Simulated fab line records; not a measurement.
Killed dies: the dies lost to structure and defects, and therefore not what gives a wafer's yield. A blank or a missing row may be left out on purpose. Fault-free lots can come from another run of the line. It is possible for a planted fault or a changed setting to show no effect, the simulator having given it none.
Chamber matching -- flow nand-harc -- 3 sister chambers for NHARC_P_CONTACT_DEP_30 on pecvd-02
The step deposits SiNx, target thk 30 nm. 3 wafers are shown with their chamber, then 7 later ones without.

== EACH WAFER AND ITS CHAMBER ==
wafer,chamber,heater-power-w (W)
L077.4,2,824
L082.1,0,1013
L082.4,1,674

== WAFERS WITHOUT THEIR CHAMBER ==
wafer,heater-power-w (W)
L082.5,756
L090.2,852
L090.4,899
L090.5,647
L096.1,675
L096.2,591
L096.3,993

== WHICH CHAMBER EACH ONE RAN IN ==
wafer,from the rows above,in truth
L082.5,can't be placed: 2 or 1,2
L090.2,2,2
L090.4,can't be placed: 2 or 0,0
L090.5,1,1
L096.1,1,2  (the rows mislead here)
L096.2,1,1
L096.3,0,0
4 of 7 placed correctly. Can't be placed from these rows: 2 (the true chamber is among the candidates in 2). Number placed wrongly: 1.
How it was worked out, from the rows above alone: a wafer's distance from a chamber is the root of the sum, over the readings, of the square of ((its reading less the chamber's mean) divided by the reading's scatter). If the next closest chamber is less than 2 further off than the closest, the wafer can't be placed; otherwise it belongs to the closest. A chamber's mean is the mean of its shown wafers. The scatter: with one shown wafer a chamber, the root of the mean of the squares of how far each hidden wafer lies from its nearest shown one.
